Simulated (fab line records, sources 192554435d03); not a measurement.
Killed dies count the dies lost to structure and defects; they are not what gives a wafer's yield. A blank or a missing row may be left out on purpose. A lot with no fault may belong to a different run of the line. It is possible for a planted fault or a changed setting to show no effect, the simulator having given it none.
fab line records | flow n5_finfet
record: lots: 4 wafers: 12 last_day: 17
route steps=1938 shown BEOL_M14@1761 BEOL_M15@1773
lots that met no fault: from a run of the same line without faults
start_h: hours from the record's first day to the start of the lot's first wafer shown | wait_h: time in hours since the lot's previous step | " identical to the entry in the row above | L1.1+2: one row covering several wafers at once | - no value, or no start given | * or withheld: withheld | < > ~ a bound
route shown NAME@n: names a module that has steps shown in the file, with the first one's number in the route | usual: mean and standard deviation over wafers with no fault | same: alike in all rows | chamber/n: place in a boat | sites: each site's reading | _std_site: the values' standard deviation | _edge_site: the outer-site mean with the inner-site mean subtracted | radius_mm: how far each site lies from the wafer's centre | mask NAME#n: copy n | behind: the tool/chamber that last shaped the wafer | hold: why the lot went on hold/how many hours it stayed there/how the hold came to an end | device: whichever transistor did not switch (one of n, p or np) | end of line: tests run on the same wafers once the route is complete | a step with no rows: only its recipe | killed: dies lost to structure and defects at the first sort, not the wafer's yield | map: per-die view of a wafer (x killed, . not killed, _ where there is no die)
set.NAME: the setting the step ran with; set.NAME@STEP: the setting that earlier step ran with | model.NAME: the simulator's own value behind a step, which no gauge read
certain route steps with their lots: each step a table, each wafer a row
services: from which hour (start_h, from the record's first day; less than 0 if before it) a tool's chamber was out of use, for how many hours, and why
== steps ==
step: N5_BEOL_M14_PRE_CLEAN_42
recipe: gas: H2/He time_s: 30 temp_c: 300
step: N5_BEOL_M14_SPUTTER_43
recipe: material: TaN target_thk_a: 150 temp_c: 50 bias_v: 168.6 power_w: 15000 chamber_pressure_pa: 0.12 time_s: 24.19
step: N5_BEOL_M14_SPUTTER_44
recipe: material: Ta target_thk_a: 150 temp_c: 50 bias_v: 80 power_w: 15000 chamber_pressure_pa: 0.07 time_s: 24.19
step: N5_BEOL_M14_SPUTTER_45
recipe: material: Cu target_thk_a: 1000 temp_c: -20 bias_v: 60 power_w: 26000 chamber_pressure_pa: 0.13 time_s: 16.67
step: N5_BEOL_M14_ECD_47
recipe: material: Cu target_thk_a: 12480
step: N5_BEOL_M14_ANNEAL_48
recipe: temp_c: 225 time_s: 90 ambient: N2
step: N5_BEOL_M14_CMP_49
recipe: stop_on: SiO2 t_overpolish_s: 5.2 down_force_psi: 2 platen_rpm: 80 clearing_platen_down_force_psi: 2 clearing_platen_rpm: 80 post_cmp_clean: cu_alkaline target_thk_nm: 560 clearing_platen_pad_velocity_m_s: 1.5917 pad_velocity_m_s: 1.5917
step: N5_BEOL_M14_PRE_CLEAN_52
recipe: gas: NH3 time_s: 15 temp_c: withheld rf_power_w: 300
step: N5_BEOL_M14_DEP_53
recipe: material: SiCN target_thk_a: 500 temp_c: withheld precursor: 3MS/NH3 pressure_torr: 3 rf_w: 675 time_s: 17.8
step: N5_BEOL_M15_ILD_DEP_00
recipe: material: SiO2 target_thk_a: 16293 temp_c: 400 precursor: TEOS/O2 pressure_torr: 6.5 rf_w: 900 teos_flow_sccm: 161.4 gas: O2 flow_sccm: 2650 time_s: 346.1
usual: heater_power_w: 523/91 showerhead_plenum_p_Torr: 8.344/0.027 susceptor_temp_C: 400.01/0.23 throttle_valve_pct: 19.2/1.7
columns lot.wafer tool chamber start_h wait_h heater_power_w showerhead_plenum_p_Torr susceptor_temp_C throttle_valve_pct model.SiO2_of_BEOL_M15_ILD_DEP_00.thk_nm
L184.2 pecvd-01 1 251.37 0.0 646 8.398 399.79 22.0 1630
L184.3 " 0 " " 572 8.314 400.24 20.0 1609
L184.5 " 2 " " 501 8.366 400.29 18.3 1618
L188.1 pecvd-01 1 285.11 0.0 723 8.375 405.64 22.1 1572
L188.5 " 1 " " 677 8.357 405.42 22.0 1599
L188.6 " 1 " " 557 8.354 405.61 22.1 1592
L190.2 pecvd-01 1 290.96 0.0 614 8.379 405.51 21.9 1554
L190.4 " 1 " " 716 8.373 405.05 21.9 1586
L190.5 " 2 " " 643 8.358 405.59 18.6 1578
L205.2 pecvd-04 1 383.97 0.0 574 8.331 400.15 19.0 1625
L205.4 " 1 " " 470 8.326 400.04 19.2 1658
L205.6 " 2 " " 396 8.347 399.76 16.6 1631
step: N5_BEOL_M15_THK_MEAS_01
recipe: reads: SiO2_of_BEOL_M15_ILD_DEP_00
usual: M15_ILD_THK: 1632/21
columns lot.wafer tool chamber start_h wait_h M15_ILD_THK[nm]
L184.2 film_metro-01 - 251.62 0.1 1630
L184.3 " - " " 1608
L184.5 " - " " 1619
L188.1 film_metro-02 - 285.79 0.6 1572
L188.5 " - " " 1600
L188.6 " - " " 1592
L190.2 film_metro-02 - 291.32 0.3 1554
L190.4 " - " " 1585
L190.5 " - " " 1578
L205.2 film_metro-02 - 384.22 0.1 1627
L205.4 " - " " 1658
L205.6 " - " " 1631
step: N5_BEOL_M15_COAT_58
recipe: resist: BARC temp_c: 205 time_s: 60 spin_rpm: 1500 resist_thk_nm: 89
step: N5_BEOL_M15_COAT_04
recipe: spin_rpm: 1704 resist_thk_nm: 800
step: N5_BEOL_M15_EBR_06
recipe: solvent: PGMEA ebr_width_mm: 1.5
step: N5_BEOL_M15_SOFTBAKE_05
recipe: temp_c: 130 time_s: 60
step: N5_BEOL_M15_EXPOSE_07
recipe: mask_id: V14 na: 0.8 source_shape: annular sigma_inner: 0.5 sigma_outer: 0.8 polarization: unpolarized attpsm_phase_deg: 180 dose_mj: 41.25
step: N5_BEOL_M15_PEB_08
recipe: peb_temp_c: 130 peb_time_s: 90
step: N5_BEOL_M15_DEVELOP_09
recipe: develop_time_s: 45 rinse_liquid: diw dry: air_spin dev_temp_c: 21
step: N5_BEOL_M15_HARDBAKE_14
recipe: temp_c: 130 time_s: 120
step: N5_BEOL_M15_DESCUM_15
recipe: chemistry: O2 time_s: 7.9 source_power_w: 50 bias_power_w: 20 pressure_mtorr: 20 rf_frequency_hz: 2.712e+07 temp_c: 40 o2_flow_sccm: 225
step: N5_BEOL_M15_ETCH_59
recipe: chemistry: N2/H2 target: BARC target_depth_a: 890 overetch_a: 267 time_s: 67.9 ion_energy_ev: 200 pressure_mtorr: 30 source_w: 840 bias_w: 150 n2_flow_sccm: 200 h2_flow_sccm: 200
step: N5_BEOL_M15_VIA_ETCH_16
recipe: chemistry: C4F8/O2/Ar target: SiO2 he_inner_torr: 15 he_outer_torr: 30 target_depth_a: 17922 time_s: withheld ion_energy_ev: 800 pressure_mtorr: 20 source_w: 1905 bias_w: 2040 Ar_flow_sccm: 400 C4F8_flow_sccm: 16 O2_flow_sccm: 12 ends: cleared
usual: C4F8_flow_sccm: 16.00/0.043 drypump_motor_current_A: 5.8/0.44 oes_product_au: 0.69/0.082 rf_vpp_V: 2221/25 showerhead_plenum_p_Torr: 3.41/0.084 throttle_valve_pct: 30.89/0.3
columns lot.wafer tool chamber start_h wait_h C4F8_flow_sccm drypump_motor_current_A oes_product_au rf_vpp_V showerhead_plenum_p_Torr throttle_valve_pct model.etch.depth_nm model.coat_of_BEOL_M15_COAT_04.thk_nm
L184.2 rie_diel-04 2 252.22 0.0 16.04 6.2 0.65 2210 3.44 31.23 1630 340.2
L184.3 " 1 " " 16.00 5.2 0.75 2255 3.50 31.03 1609 337
L184.5 " 1 " " 15.95 5.2 0.76 2254 3.50 31.04 1618 334.4
L188.1 rie_diel-05 3 286.96 0.0 16.00 6.1 0.69 2198 3.32 30.84 1572 343.6
L188.5 " 2 " " 15.96 5.3 0.61 2178 3.53 30.59 1599 336.6
L188.6 " 0 " " 15.98 6.1 0.71 2230 3.45 30.98 1592 342.4
L190.2 rie_diel-04 2 292.06 0.0 16.05 6.2 0.65 2209 3.44 31.21 1554 359.8
L190.4 " 3 " " 15.95 5.3 0.85 2242 3.39 30.39 1586 340
L190.5 " 2 " " 16.05 6.2 0.65 2209 3.44 31.23 1578 351.2
L205.2 rie_diel-02 1 384.82 0.0 16.01 6.0 0.64 2220 3.29 31.36 1625 336.6
L205.4 " 1 " " 16.04 6.0 0.64 2219 3.29 31.35 1658 328.4
L205.6 " 2 " " 16.00 6.3 0.60 2225 3.51 30.94 1631 334.2
step: N5_BEOL_M15_STRIP_63
recipe: chemistry: O2 power_w: 600 temp_c: 60 pressure_mtorr: 30 rf_frequency_hz: 6e+07 bias_power_w: 0 overash_fraction: 0.3 o2_flow_sccm: 225
step: N5_BEOL_M15_STRIP_64
recipe: chemistry: O2 power_w: 600 temp_c: 60 pressure_mtorr: 30 rf_frequency_hz: 6e+07 bias_power_w: 0 overash_fraction: 0.3 o2_flow_sccm: 225
step: N5_BEOL_M15_STRIP_65
recipe: chemistry: post_etch_residue_remover time_s: 60 temp_c: 25 remover_ph: withheld remover_water_wt_pct: withheld remover_fluoride_wt_pct: withheld
step: N5_BEOL_M15_SRD_66
recipe: time_s: 30 temp_c: 23 rinse_liquid: diw dry: n2_spin spin_rpm: 1500 dry_time_s: 30
step: N5_BEOL_M15_COAT_56
recipe: resist: SOC temp_c: 250 time_s: 60 spin_rpm: 1500 resist_thk_nm: 550
step: N5_BEOL_M15_ETCH_57
recipe: chemistry: N2/H2 target: SOC source_w: 3000 bias_w: 350 time_s: 750 ion_energy_ev: 200 pressure_mtorr: 30 n2_flow_sccm: 200 h2_flow_sccm: 200
step: N5_BEOL_M15_COAT_60
recipe: resist: BARC temp_c: 205 time_s: 60 spin_rpm: 1500 resist_thk_nm: 89
step: N5_BEOL_M15_COAT_22
recipe: spin_rpm: 1704 resist_thk_nm: 800
step: N5_BEOL_M15_EBR_24
recipe: solvent: PGMEA ebr_width_mm: 1.5
step: N5_BEOL_M15_SOFTBAKE_23
recipe: temp_c: 130 time_s: 60
step: N5_BEOL_M15_EXPOSE_25
recipe: mask_id: M15 na: 0.8 source_shape: annular sigma_inner: 0.5 sigma_outer: 0.8 polarization: unpolarized target_cd_nm: 400 dose_mj: 35.5
step: N5_BEOL_M15_PEB_26
recipe: peb_temp_c: 130 peb_time_s: 90
step: N5_BEOL_M15_DEVELOP_27
recipe: develop_time_s: 45 rinse_liquid: diw dry: air_spin dev_temp_c: 21
step: N5_BEOL_M15_CMP_49
recipe: stop_on: SiO2 t_overpolish_s: 4.9 down_force_psi: 2 platen_rpm: 80 clearing_platen_down_force_psi: 2 clearing_platen_rpm: 80 post_cmp_clean: cu_alkaline target_thk_nm: 850 clearing_platen_pad_velocity_m_s: 1.5917 pad_velocity_m_s: 1.5917
usual: barrier_field_endpoint_s: 11.37/0.26 motor_current_A: 8.3/0.73 overpolish_run_s: 4.901/0.0084
columns lot.wafer tool chamber start_h wait_h barrier_field_endpoint_s motor_current_A overpolish_run_s model.SiO2_of_BEOL_M15_ILD_DEP_00.thk_nm
L184.2 cmp-02 1 256.22 0.2 11.12 8.0 4.895 1552
L184.3 " 3 " " 10.99 8.8 4.897 1530
L184.5 " 0 " " 11.04 8.0 4.891 1539
L188.1 cmp-03 0 290.51 0.3 11.70 8.4 4.914 1495
L188.6 " 3 " " 11.05 7.6 4.906 1512
L188.5 " 0 " " 11.88 8.1 4.889 1523
L190.4 cmp-01 0 301.35 0.2 11.42 8.2 4.898 1507
L190.2 " 1 " " 11.22 6.9 4.893 1475
L190.5 " 0 " " 11.20 7.5 4.904 1500
L205.4 cmp-01 0 388.69 0.2 11.11 8.3 4.903 1580
L205.2 " 1 " " 11.32 6.9 4.918 1548
L205.6 " 2 " " 11.59 9.4 4.897 1553
== services ==
columns tool chamber start_h hours kind
rie_diel-04 1 229.69 7.4 repair
cmp-01 - 247.09 14.3 pm
cmp-03 - 260.77 3.3 pm
rie_diel-05 3 265.18 6.2 repair
cmp-01 - 268.07 5.1 pm
pecvd-01 0 271.13 58.4 repair
cmp-03 - 273.35 1.4 repair
rie_diel-04 - 273.42 14.6 pm
rie_diel-02 0 279.54 8.0 repair
pecvd-01 2 280.52 5.9 repair
rie_diel-02 0 289.38 4.3 repair
cmp-03 - 292.18 4.0 pm
cmp-03 - 312.01 4.2 repair
rie_diel-02 0 316.61 4.1 repair
rie_diel-02 2 319.89 2.5 repair
rie_diel-02 3 323.57 29.4 repair
cmp-01 - 324.08 3.3 repair
rie_diel-02 1 326.74 3.5 repair
pecvd-04 - 330.61 0.5 repair
cmp-03 - 338.88 11.3 pm
cmp-02 - 341.55 6.4 pm
cmp-01 - 356.68 1.8 repair
rie_diel-04 0 356.87 1.3 repair
cmp-01 - 384.27 3.7 repair
== key ==
first_sign: step: N5_BEOL_M15_ILD_DEP_00 reading: susceptor_temp_C direction: up sigmas: 24 usual: * struck: *
effect: step: N5_BEOL_M15_THK_MEAS_01 reading: M15_ILD_THK direction: down sigmas: 2.5 usual: 1632 struck: 1580
model_effect: step: N5_BEOL_M15_ILD_DEP_00 value: SiO2_of_BEOL_M15_ILD_DEP_00.thk_nm without: 1641 struck: 1580
model_effect: step: N5_BEOL_M15_VIA_ETCH_16 value: etch.depth_nm without: 1641 struck: 1580
model_effect: step: N5_BEOL_M15_CMP_49 value: SiO2_of_BEOL_M15_ILD_DEP_00.thk_nm without: 1563 struck: 1502
met_at N5_BEOL_M15_ILD_DEP_00
struck_wafers L188.1,L188.5,L188.6,L190.2,L190.4,L190.5
onset_between 251.37 285.11
earlier_fault: kind: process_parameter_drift tool: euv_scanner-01 chamber: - onset_h: 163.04 steps: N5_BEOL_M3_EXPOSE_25 channel: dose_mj offset: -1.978 shape: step acts_in: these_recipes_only stated: 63
earlier_fault: kind: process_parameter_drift tool: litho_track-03 chamber: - onset_h: 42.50 steps: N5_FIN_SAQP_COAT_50 channel: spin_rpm offset: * shape: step acts_in: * stated: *
fault: kind: process_parameter_drift tool: pecvd-01 chamber: - onset_h: 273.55 steps: N5_BEOL_M15_ILD_DEP_00 channel: temp_c offset: * shape: step acts_in: * stated: *
